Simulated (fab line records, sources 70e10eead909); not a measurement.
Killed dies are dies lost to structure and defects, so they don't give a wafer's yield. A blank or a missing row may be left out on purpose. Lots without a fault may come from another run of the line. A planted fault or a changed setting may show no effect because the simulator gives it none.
fab line records | flow nand_harc
record lots=7 wafers=21 last_day=33
route steps=1302 shown P_GATE@215 P_CONTACT@217 END@1302
lots that met no fault: from a run of the same line without faults
start_h: hours from the record's first day to the start of the lot's first wafer shown | wait_h: hours since the lot's step before | " the same as in the row above | L1.1+2: a row that stands for several wafers | - no value, or no start given | * or withheld: withheld | < > ~ a bound
route shown NAME@n: a module of which the file shows steps, and the number in the route of the first | usual: mean/standard deviation of fault-free wafers | same: alike in all rows | chamber/n: place in a boat | sites: the reading at each site | _std_site: their standard deviation | _edge_site: outer sites' mean less inner sites' | radius_mm: how far each site lies from the wafer's centre | mask NAME#n: copy n | behind: the tool/chamber that last shaped the wafer | hold: why the lot was held/for how many hours/how that ended | device: the transistor (n, p or np) that didn't switch | end of line: the same wafers' tests at the end of the route | a step without rows: its recipe alone | killed: dies lost to structure and defects at the first sort, not the wafer's yield | map: a wafer's dies, x killed, . not, _ none there
set.NAME: the setting as run; set.NAME@STEP: as run at that earlier step | model.NAME: the simulator's own value behind a step, which no gauge read
lots at some steps of the route; a table a step, a row a wafer
services: from which hour (start_h, from the record's first day; less than 0 if before it) a tool's chamber was out of use, for how many hours, and why
## steps
# step NHARC_P_GATE_RTA_82
# recipe temp_c=450 time_s=30
# usual anneal_temp_c_max=452.0/0.52 lamp_power_pct=4.1/0.41 wafer_temp_C_max=452.2/0.38
# columns lot.wafer tool chamber start_h wait_h anneal_temp_c_max lamp_power_pct wafer_temp_C_max
L311.1 rtp_anneal-02 0 162.38 - 452.5 3.7 452.2
L311.2 " 0 " " 452.2 3.7 452.4
L311.4 " 0 " " 452.5 3.7 452.5
L312.4 rtp_anneal-02 0 174.36 - 452.9 3.7 452.5
L312.5 " 0 " " 451.8 3.7 452.3
L312.6 " 0 " " 451.2 3.7 452.4
L319.1 rtp_anneal-01 0 258.90 - 451.9 4.5 452.7
L319.4 " 0 " " 451.5 4.5 451.8
L319.6 " 0 " " 452.0 4.5 452.2
L323.1 rtp_anneal-02 0 280.29 - 452.1 3.7 452.0
L323.3 " 0 " " 452.6 3.7 451.7
L323.6 " 0 " " 451.9 3.7 452.3
L324.4 rtp_anneal-01 0 292.93 - 451.2 4.5 452.0
L324.5 " 0 " " 451.7 4.6 451.8
L324.6 " 0 " " 451.3 4.5 452.3
L327.1 rtp_anneal-01 0 328.62 - 452.0 4.5 452.1
L327.3 " 0 " " 451.7 4.6 452.0
L327.6 " 0 " " 452.1 4.5 452.1
L328.2 rtp_anneal-02 0 334.49 - 451.8 3.7 452.4
L328.5 " 0 " " 452.6 3.7 452.7
L328.6 " 0 " " 451.8 3.7 452.0
# step NHARC_P_GATE_INSPECT_68
# usual raw_defect_count=218/78
# columns lot.wafer tool chamber start_h wait_h raw_defect_count
L311.1 defect_inspect-02 - 162.58 0.2 167
L311.2 " - " " 197
L311.4 " - " " 484
L312.4 defect_inspect-01 - 174.47 0.1 201
L312.5 " - " " 244
L312.6 " - " " 448
L319.1 defect_inspect-02 - 259.10 0.2 163
L319.4 " - " " 208
L319.6 " - " " 161
L323.1 defect_inspect-02 - 280.48 0.2 158
L323.3 " - " " 120
L323.6 " - " " 165
L324.4 defect_inspect-01 - 293.04 0.1 286
L324.5 " - " " 323
L324.6 " - " " 176
L327.1 defect_inspect-01 - 328.82 0.2 307
L327.3 " - " " 347
L327.6 " - " " 280
L328.2 defect_inspect-01 - 334.66 0.1 146
L328.5 " - " " 179
L328.6 " - " " 268
# step NHARC_P_CONTACT_DEP_30
# recipe target_thk_a=300 temp_c=400 target_thk_nm=30 flow_sccm=200 rf_w=450 material=SiNx
# usual heater_power_outer_w=421/58 heater_power_w=695/76
# columns lot.wafer tool chamber start_h wait_h heater_power_outer_w heater_power_w
L311.2 pecvd-03 2 162.64 0.1 465 732
L311.1 " 1 " " 310 559
L311.4 " 0 " " 457 720
L312.5 pecvd-04 1 174.65 0.2 431 665
L312.6 " 2 " " 461 738
L312.4 " 0 " " 448 761
L319.1 pecvd-04 0 259.24 0.1 490 804
L319.6 " 2 " " 398 647
L319.4 " 0 " " 482 845
L323.1 pecvd-03 1 280.70 0.2 372 635
L323.3 " 0 " " 424 690
L323.6 " 0 " " 425 703
L324.5 pecvd-03 2 293.22 0.2 510 784
L324.4 " 0 " " 442 690
L324.6 " 1 " " 385 668
L327.1 pecvd-01 1 328.89 0.1 446 795
L327.3 " 2 " " 342 596
L327.6 " 2 " " 342 594
L328.2 pecvd-03 2 334.80 0.1 424 654
L328.6 " 1 " " 304 571
L328.5 " 0 " " 444 720
# step NHARC_P_CONTACT_DEP_00
# recipe target_thk_a=5000 temp_c=400 pressure_torr=6.5 rf_w=900 teos_flow_sccm=161.4 flow_sccm=2650 target_thk_nm=500 gas=O2 material=SiO2
# usual heater_power_outer_w=298/56 heater_power_w=530/75 throttle_valve_pct=16.0/0.44
# columns lot.wafer tool chamber start_h wait_h heater_power_outer_w heater_power_w throttle_valve_pct
L311.2 pecvd-03 2 - - 376 613 16.2
L311.1 " 1 " " 239 468 16.7
L311.4 " 0 " " 319 526 15.8
L312.5 pecvd-04 1 - - 279 495 15.4
L312.6 " 2 " " 276 485 16.6
L312.4 " 0 " " 258 522 15.6
L319.1 pecvd-04 0 - - 336 617 15.9
L319.6 " 2 " " 277 496 16.9
L319.4 " 0 " " 352 654 15.9
L323.1 pecvd-03 1 - - 275 516 16.5
L323.3 " 0 " " 246 457 15.5
L323.6 " 0 " " 273 480 15.8
L324.5 pecvd-03 2 - - 342 541 15.7
L324.4 " 0 " " 286 479 15.5
L324.6 " 1 " " 232 451 16.6
L327.1 pecvd-01 1 - - 328 615 15.4
L327.3 " 2 " " 200 401 15.9
L327.6 " 2 " " 230 437 15.7
L328.2 pecvd-03 2 - - 360 568 15.9
L328.6 " 1 " " 268 503 16.7
L328.5 " 0 " " 274 471 15.6
# step NHARC_P_CONTACT_CMP_01
# recipe target_thk_nm=200 material=SiO2
# usual edge_zone_pressure_frac=0.999/0.0053 motor_current_A=12.2/1.1
# columns lot.wafer tool chamber start_h wait_h edge_zone_pressure_frac motor_current_A
L311.1 cmp-04 3 163.36 - 0.993 11.4
L311.4 " 0 " " 0.999 12.1
L311.2 " 1 " " 0.995 13.8
L312.4 cmp-04 3 175.32 - 0.994 11.9
L312.5 " 0 " " 0.999 12.3
L312.6 " 1 " " 0.993 13.2
L319.1 cmp-03 2 259.88 - 0.999 11.3
L319.4 " 0 " " 0.998 11.7
L319.6 " 2 " " 0.995 11.9
L323.3 cmp-03 2 281.41 - 1.002 11.4
L323.1 " 3 " " 1.010 12.2
L323.6 " 3 " " 1.003 11.5
L324.4 cmp-03 1 293.82 - 0.993 12.6
L324.5 " 1 " " 0.997 12.3
L324.6 " 2 " " 0.993 12.0
L327.1 cmp-03 1 329.60 - 1.002 12.3
L327.3 " 3 " " 0.996 12.3
L327.6 " 2 " " 1.006 10.9
L328.2 cmp-03 3 335.47 - 1.006 12.2
L328.6 " 3 " " 1.004 11.8
L328.5 " 0 " " 1.001 11.7
# step NHARC_P_CONTACT_SRD_03
# step NHARC_P_CONTACT_DEHYDRATE_04
# recipe temp_c=150 time_s=120
# step NHARC_P_CONTACT_HMDS_05
# recipe time_s=30
# step NHARC_P_CONTACT_COAT_33
# recipe temp_c=260 time_s=75
# step NHARC_P_CONTACT_COAT_34
# recipe temp_c=225 time_s=65
# step NHARC_P_CONTACT_COAT_06
# recipe spin_rpm=1500 resist_thk_nm=90
# step NHARC_P_CONTACT_SOFTBAKE_07
# recipe temp_c=105 time_s=55
# usual chill_plate_temp_C=23.01/0.12 heater_power_total_W=188.46/0.14
# columns lot.wafer tool chamber start_h wait_h chill_plate_temp_C heater_power_total_W
L311.1 litho_track-04 0 163 - 22.76 188.40
L311.2 " 0 " " 22.70 188.56
L311.4 " 0 " " 22.84 188.20
L312.4 litho_track-01 0 175 - 23.07 188.31
L312.5 " 0 " " 23.14 188.39
L312.6 " 0 " " 22.98 188.75
L319.1 litho_track-01 0 260 - 22.99 193.02
L319.4 " 0 " " 22.99 193.09
L319.6 " 0 " " 23.00 193.48
L323.1 litho_track-01 0 281 - 22.89 193.18
L323.3 " 0 " " 23.08 193.46
L323.6 " 0 " " 22.81 193.38
L324.4 litho_track-01 0 294 - 23.17 193.19
L324.5 " 0 " " 22.93 193.12
L324.6 " 0 " " 23.07 193.13
L327.1 litho_track-06 0 330 - 22.97 188.55
L327.3 " 0 " " 23.01 188.61
L327.6 " 0 " " 22.71 188.44
L328.2 litho_track-06 0 335 - 22.96 188.61
L328.5 " 0 " " 23.14 188.59
L328.6 " 0 " " 23.20 188.31
# step NHARC_P_CONTACT_EBR_08
# step NHARC_END_SORT_01
# recipe temp_c=25
# usual killed_at_array=63/17 killed_at_other=0.8/1.1 killed_at_periphery=3.5/3 killed_dies=67/17 killed_open=3.1/1.6 killed_short=2.6/1.4
# same gross_dies=677
# columns lot.wafer tool chamber start_h wait_h killed_at_array killed_at_other killed_at_periphery killed_dies killed_open killed_short
L311.1 prober-01 0 596.17 2.5 27 0 3 30 4 3
L311.2 prober-01 0 596.97 2.8 24 0 7 31 4 4
L311.4 prober-01 0 598.57 3.4 22 1 10 33 5 3
L312.4 prober-02 0 616.26 3.4 44 0 3 47 1 1
L312.5 prober-02 0 617.06 3.7 56 0 3 59 2 4
L312.6 prober-02 0 617.87 4.0 45 0 3 48 4 1
L319.1 prober-01 0 706.01 2.5 62 0 7 69 5 2
L319.4 prober-01 0 708.37 3.4 74 0 9 83 6 3
L319.6 prober-01 0 709.95 3.9 80 1 4 85 1 1
L323.1 prober-01 0 732.08 2.5 42 3 1 46 3 5
L323.3 prober-01 0 733.67 3.1 45 1 0 46 2 2
L323.6 prober-01 0 736.05 4.0 43 1 7 51 3 3
L324.4 prober-01 0 761.37 3.4 60 0 2 62 5 2
L324.5 prober-01 0 762.16 3.7 47 0 2 49 0 3
L324.6 prober-01 0 762.96 4.0 53 0 1 54 3 0
L328.2 prober-01 0 771.86 2.8 59 0 1 60 4 4
L328.5 prober-01 0 774.27 3.7 54 1 3 58 2 2
L328.6 prober-01 0 775.07 4.0 42 2 2 46 3 4
L327.1 prober-01 0 778.86 2.5 52 0 3 55 1 1
L327.3 prober-01 0 780.46 3.1 60 0 4 64 2 2
L327.6 prober-01 0 782.87 4.0 48 0 3 51 1 3
# killed by level:class
L311.1 A_CHANNEL_HOLE_D2:chamber_film_flake=17 P_CONTACT:geometric_particle:open=2 A_CHANNEL_FILL_D2:chamber_film_flake=2 A_CHANNEL_FILL_D1:geometric_particle:short=1 A_SGD_CUT:geometric_particle:short=1 A_WL_FILL:geometric_particle:short=1 A_CONTACT:geometric_particle:open=1 A_M0:geometric_particle:open=1
L311.2 A_CHANNEL_HOLE_D2:chamber_film_flake=11 A_CHANNEL_FILL_D1:geometric_particle:short=3 P_STI:chamber_film_flake=3 A_CHANNEL_HOLE_D1:chamber_film_flake=3 P_GATE:chamber_film_flake=2 A_CONTACT:chamber_film_flake=2 P_CONTACT:geometric_particle:open=1 A_CHANNEL_FILL_D1:geometric_particle:open=1
L311.4 A_CHANNEL_HOLE_D2:chamber_film_flake=10 P_STI:chamber_film_flake=5 A_CONTACT:chamber_film_flake=3 P_M1:geometric_particle:open=2 P_GATE:chamber_film_flake=2 P_M0:geometric_particle:open=1 A_SOURCE_PLATE:geometric_particle:short=1 A_ONON_D1:geometric_particle:short=1
L312.4 A_CHANNEL_HOLE_D2:chamber_film_flake=34 A_CHANNEL_HOLE_D1:chamber_film_flake=3 A_CONTACT:chamber_film_flake=3 A_SGD_CUT:geometric_particle:short=1 A_CONTACT:geometric_particle:open=1 P_ZERO_WELL:chamber_film_flake=1 P_STI:chamber_film_flake=1 P_BONDPAD:chamber_film_flake=1
L312.5 A_CHANNEL_HOLE_D2:chamber_film_flake=35 A_CONTACT:chamber_film_flake=6 A_ZERO_WELL:chamber_film_flake=3 A_CHANNEL_HOLE_D1:chamber_film_flake=3 A_CHANNEL_FILL_D2:geometric_particle:short=2 P_BONDPAD:chamber_film_flake=2 A_CHANNEL_HOLE_D1:geometric_particle:short=1 A_CHANNEL_FILL_D1:geometric_particle:open=1
L312.6 A_CHANNEL_HOLE_D2:chamber_film_flake=31 A_CONTACT:chamber_film_flake=4 A_CHANNEL_FILL_D1:geometric_particle:open=2 P_BONDPAD:chamber_film_flake=2 A_CHANNEL_HOLE_D1:chamber_film_flake=2 A_WL_FILL:chamber_film_flake=2 P_M1:geometric_particle:open=1 A_CHANNEL_FILL_D1:geometric_particle:short=1
L319.1 A_SLIT:chamber_film_flake=28 A_CHANNEL_HOLE_D1:chamber_film_flake=19 A_CONTACT:chamber_film_flake=4 P_STI:chamber_film_flake=3 A_WL_FILL:chamber_film_flake=3 A_DECK1_JOINT:chamber_film_flake=2 P_CONTACT:geometric_particle:open=1 P_M0:geometric_particle:open=1
L319.4 A_SLIT:chamber_film_flake=34 A_CHANNEL_HOLE_D1:chamber_film_flake=24 P_STI:chamber_film_flake=3 A_WL_FILL:chamber_film_flake=3 A_CONTACT:chamber_film_flake=3 P_M0:geometric_particle:open=2 P_BONDPAD:chamber_film_flake=2 A_CHANNEL_FILL_D1:chamber_film_flake=2
L319.6 A_SLIT:chamber_film_flake=37 A_CHANNEL_HOLE_D1:chamber_film_flake=31 A_CONTACT:chamber_film_flake=4 A_CHANNEL_FILL_D1:chamber_film_flake=3 P_BONDPAD:chamber_film_flake=2 A_WL_FILL:geometric_particle:short=1 A_BLC:geometric_particle:open=1 P_STI:chamber_film_flake=1
L323.1 A_CHANNEL_HOLE_D1:chamber_film_flake=23 A_CONTACT:chamber_film_flake=6 A_STAIRCASE:chamber_film_flake=4 A_SLIT:chamber_film_flake=3 THIN_TSV:chamber_film_flake=2 P_M2:geometric_particle:short=1 A_CHANNEL_FILL_D1:geometric_particle:short=1 A_CHANNEL_FILL_D1:geometric_particle:open=1
L323.3 A_CHANNEL_HOLE_D1:chamber_film_flake=25 A_SLIT:chamber_film_flake=6 A_STAIRCASE:chamber_film_flake=5 A_CONTACT:chamber_film_flake=3 A_CHANNEL_FILL_D1:geometric_particle:open=1 A_DECK1_JOINT:geometric_particle:open=1 A_M0:geometric_particle:short=1 A_M1:geometric_particle:short=1
L323.6 A_CHANNEL_HOLE_D1:chamber_film_flake=31 A_ONON_D1:geometric_particle:short=3 A_SLIT:chamber_film_flake=3 A_STAIRCASE:chamber_film_flake=3 P_M0:geometric_particle:open=2 P_GATE:chamber_film_flake=2 A_BLC:geometric_particle:open=1 P_ZERO_WELL:chamber_film_flake=1
L324.4 A_CHANNEL_HOLE_D2:chamber_film_flake=21 A_CHANNEL_HOLE_D1:chamber_film_flake=10 A_SLIT:chamber_film_flake=10 A_STAIRCASE:chamber_film_flake=9 A_CONTACT:chamber_film_flake=4 P_CONTACT:geometric_particle:open=1 P_M1:geometric_particle:short=1 A_CHANNEL_HOLE_D1:geometric_particle:open=1
L324.5 A_CHANNEL_HOLE_D2:chamber_film_flake=25 A_CHANNEL_HOLE_D1:chamber_film_flake=6 A_STAIRCASE:chamber_film_flake=6 A_SLIT:chamber_film_flake=5 A_CONTACT:chamber_film_flake=2 A_ONON_D1:geometric_particle:short=1 A_CHANNEL_FILL_D2:geometric_particle:short=1 A_WL_FILL:geometric_particle:short=1
L324.6 A_CHANNEL_HOLE_D2:chamber_film_flake=34 A_SLIT:chamber_film_flake=6 A_STAIRCASE:chamber_film_flake=4 A_CHANNEL_HOLE_D1:chamber_film_flake=3 A_CHANNEL_HOLE_D1:geometric_particle:open=2 A_CONTACT:chamber_film_flake=2 A_M0:geometric_particle:open=1 P_CONTACT:chamber_film_flake=1
L328.2 A_CHANNEL_HOLE_D2:chamber_film_flake=24 A_CHANNEL_HOLE_D1:chamber_film_flake=13 A_SLIT:chamber_film_flake=9 A_CONTACT:chamber_film_flake=3 A_DECK1_JOINT:geometric_particle:open=2 A_STAIRCASE:chamber_film_flake=2 P_CONTACT:geometric_particle:short=1 A_ONON_D1:geometric_particle:short=1
L328.5 A_CHANNEL_HOLE_D2:chamber_film_flake=31 A_SLIT:chamber_film_flake=10 A_CHANNEL_HOLE_D1:chamber_film_flake=7 A_CONTACT:chamber_film_flake=3 P_CONTACT:geometric_particle:short=1 P_CONTACT:geometric_particle:open=1 A_WL_FILL:geometric_particle:short=1 A_M0:geometric_particle:open=1
L328.6 A_CHANNEL_HOLE_D2:chamber_film_flake=21 A_CHANNEL_HOLE_D1:chamber_film_flake=14 A_SLIT:chamber_film_flake=3 P_M0:geometric_particle:open=2 A_DECK1_JOINT:geometric_particle:open=1 A_ONON_D2:geometric_particle:short=1 A_CHANNEL_FILL_D2:geometric_particle:short=1 A_WL_FILL:geometric_particle:short=1
L327.1 A_SLIT:chamber_film_flake=33 A_CHANNEL_HOLE_D1:chamber_film_flake=12 P_GATE:chamber_film_flake=3 A_CHANNEL_HOLE_D2:chamber_film_flake=2 A_CONTACT:chamber_film_flake=2 A_CHANNEL_FILL_D1:geometric_particle:short=1 A_CHANNEL_FILL_D1:geometric_particle:open=1 A_DECK1_JOINT:chamber_film_flake=1
L327.3 A_SLIT:chamber_film_flake=35 A_CHANNEL_HOLE_D1:chamber_film_flake=15 P_GATE:chamber_film_flake=3 A_CONTACT:chamber_film_flake=3 A_WL_FILL:chamber_film_flake=2 P_M0:geometric_particle:open=1 A_ONON_D2:geometric_particle:open=1 A_CHANNEL_FILL_D2:geometric_particle:short=1
L327.6 A_SLIT:chamber_film_flake=28 A_CHANNEL_HOLE_D1:chamber_film_flake=12 A_CHANNEL_FILL_D2:geometric_particle:short=2 P_GATE:chamber_film_flake=2 A_DECK1_JOINT:chamber_film_flake=2 A_ONON_D2:geometric_particle:short=1 A_CONTACT:geometric_particle:open=1 P_M2:chamber_film_flake=1
## services
# columns tool chamber start_h hours kind
litho_track-01 - 155.00 7.0 pm
cmp-03 - 155.76 0.4 repair
pecvd-04 0 157.31 11.4 repair
cmp-03 - 162.01 4.0 pm
cmp-03 - 166.01 - consumable_replace:conditioner
cmp-03 - 166.01 - consumable_replace:pad
litho_track-06 - 179.00 7.0 pm
pecvd-03 - 185.00 13.0 pm
pecvd-03 0 185.00 13.0 vent_cycle
pecvd-03 1 185.00 13.0 vent_cycle
pecvd-03 2 185.00 13.0 vent_cycle
pecvd-03 0 198.00 - clean
pecvd-03 1 198.00 - clean
pecvd-03 2 198.00 - clean
litho_track-04 - 203.00 7.0 pm
cmp-04 - 206.17 3.3 repair
pecvd-01 1 241.27 3.2 repair
pecvd-03 - 256.79 0.4 repair
cmp-03 - 260.03 4.0 pm
pecvd-04 - 269.12 13.0 pm
pecvd-04 - 298.80 0.3 repair
cmp-04 - 307.45 4.0 pm
pecvd-01 - 311.18 13.0 pm
litho_track-01 - 330.00 7.0 pm
## key
first_sign step=NHARC_P_CONTACT_SOFTBAKE_07 reading=heater_power_total_W direction=up sigmas=34 usual=* struck=*
effect none on later readings
met_at NHARC_P_CONTACT_SOFTBAKE_07
struck_wafers L319.1,L319.4,L319.6,L323.1,L323.3,L323.6,L324.4,L324.5,L324.6
tester_left_out L319,L323,L324
onset_between 175 260
fault kind=process_parameter_drift tool=litho_track-01 chamber=- onset_h=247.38 steps=NHARC_P_CONTACT_SOFTBAKE_07 channel=time_s offset=* shape=step end_h=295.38 acts_in=* stated=*
# tester_left_out: of these lots the tester's yield and bins aren't shown, on N5 and GAA mostly nor the transistor test; their killed dies are dies lost to structure and defects alone, not to doping, threshold or leakage, so they don't give the yield
